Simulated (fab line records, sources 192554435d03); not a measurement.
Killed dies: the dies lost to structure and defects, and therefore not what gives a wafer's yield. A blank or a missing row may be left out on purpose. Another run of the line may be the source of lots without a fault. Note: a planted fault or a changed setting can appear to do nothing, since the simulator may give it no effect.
Chamber matching :: flow n5-finfet :: cvd-co-02 running N5_BEOL_M3_CO_CAP_55: 3 sister chambers
The step material Co, precursor CCTBA/H2, target thk 2 nm, time 102.1 s. 16 wafers are shown with their chamber, then 8 later ones without.

WAFERS PAIRED WITH THEIR CHAMBERS
wafer: L077.1
chamber: 1
heater-power-w (W): 254
chamber-pressure-Torr (Torr): 30.05

wafer: L077.2
chamber: 0
heater-power-w (W): 272
chamber-pressure-Torr (Torr): 30.04

wafer: L077.5
chamber: 0
heater-power-w (W): 269
chamber-pressure-Torr (Torr): 30.16

wafer: L081.2
chamber: 2
heater-power-w (W): 213
chamber-pressure-Torr (Torr): 29.99

wafer: L081.4
chamber: 2
heater-power-w (W): 215
chamber-pressure-Torr (Torr): 29.96

wafer: L081.5
chamber: 0
heater-power-w (W): 275
chamber-pressure-Torr (Torr): 30.08

wafer: L086.3
chamber: 2
heater-power-w (W): 216
chamber-pressure-Torr (Torr): 29.99

wafer: L086.4
chamber: 2
heater-power-w (W): 212
chamber-pressure-Torr (Torr): 30.01

wafer: L086.5
chamber: 1
heater-power-w (W): 251
chamber-pressure-Torr (Torr): 29.91

wafer: L089.2
chamber: 2
heater-power-w (W): 210
chamber-pressure-Torr (Torr): 29.99

wafer: L089.3
chamber: 0
heater-power-w (W): 270
chamber-pressure-Torr (Torr): 30.07

wafer: L089.5
chamber: 2
heater-power-w (W): 213
chamber-pressure-Torr (Torr): 29.91

wafer: L090.3
chamber: 0
heater-power-w (W): 277
chamber-pressure-Torr (Torr): 29.92

wafer: L090.4
chamber: 2
heater-power-w (W): 225
chamber-pressure-Torr (Torr): 30.06

wafer: L090.5
chamber: 1
heater-power-w (W): 261
chamber-pressure-Torr (Torr): 29.98

wafer: L092.1
chamber: 2
heater-power-w (W): 209
chamber-pressure-Torr (Torr): 30.07

SIGNATURES (means of the wafers above)
reading: heater-power-w
chamber 0: 272.60
chamber 1: 255.33
chamber 2: 214.12
scatter within a chamber: 4.56

reading: chamber-pressure-Torr
chamber 0: 30.0540
chamber 1: 29.9800
chamber 2: 29.9975
scatter within a chamber: 0.0672
Rule: for each reading, subtract the chamber's mean from the wafer's reading, divide by that reading's scatter and square the result; add these up over the readings and take the root, which gives the wafer's distance from the chamber. If the next closest chamber is less than 2 further off than the closest, the wafer can't be placed; otherwise it belongs to the closest. The scatter: the root of (the sum of the squares of (reading less its chamber's mean) over the shown wafers, divided by (wafers less chambers)).

WAFERS MISSING THEIR CHAMBER
wafer: L092.2
heater-power-w (W): 252
chamber-pressure-Torr (Torr): 29.93

wafer: L092.3
heater-power-w (W): 270
chamber-pressure-Torr (Torr): 30.10

wafer: L094.1
heater-power-w (W): 256
chamber-pressure-Torr (Torr): 30.00

wafer: L094.5
heater-power-w (W): 257
chamber-pressure-Torr (Torr): 30.05

wafer: L094.6
heater-power-w (W): 269
chamber-pressure-Torr (Torr): 30.07

wafer: L096.1
heater-power-w (W): 270
chamber-pressure-Torr (Torr): 29.99

wafer: L096.2
heater-power-w (W): 209
chamber-pressure-Torr (Torr): 29.90

wafer: L096.4
heater-power-w (W): 212
chamber-pressure-Torr (Torr): 29.83

THE CHAMBER EACH PASSED THROUGH
wafer: L092.2
from the rows above: 1
in truth: 1

wafer: L092.3
from the rows above: 0
in truth: 0

wafer: L094.1
from the rows above: 1
in truth: 1

wafer: L094.5
from the rows above: 1
in truth: 1

wafer: L094.6
from the rows above: 0
in truth: 0

wafer: L096.1
from the rows above: 0
in truth: 0

wafer: L096.2
from the rows above: 2
in truth: 2

wafer: L096.4
from the rows above: 2
in truth: 2
Placed correctly: 8 of 8. Can't be placed from these rows: 0. Number placed wrongly: 0.
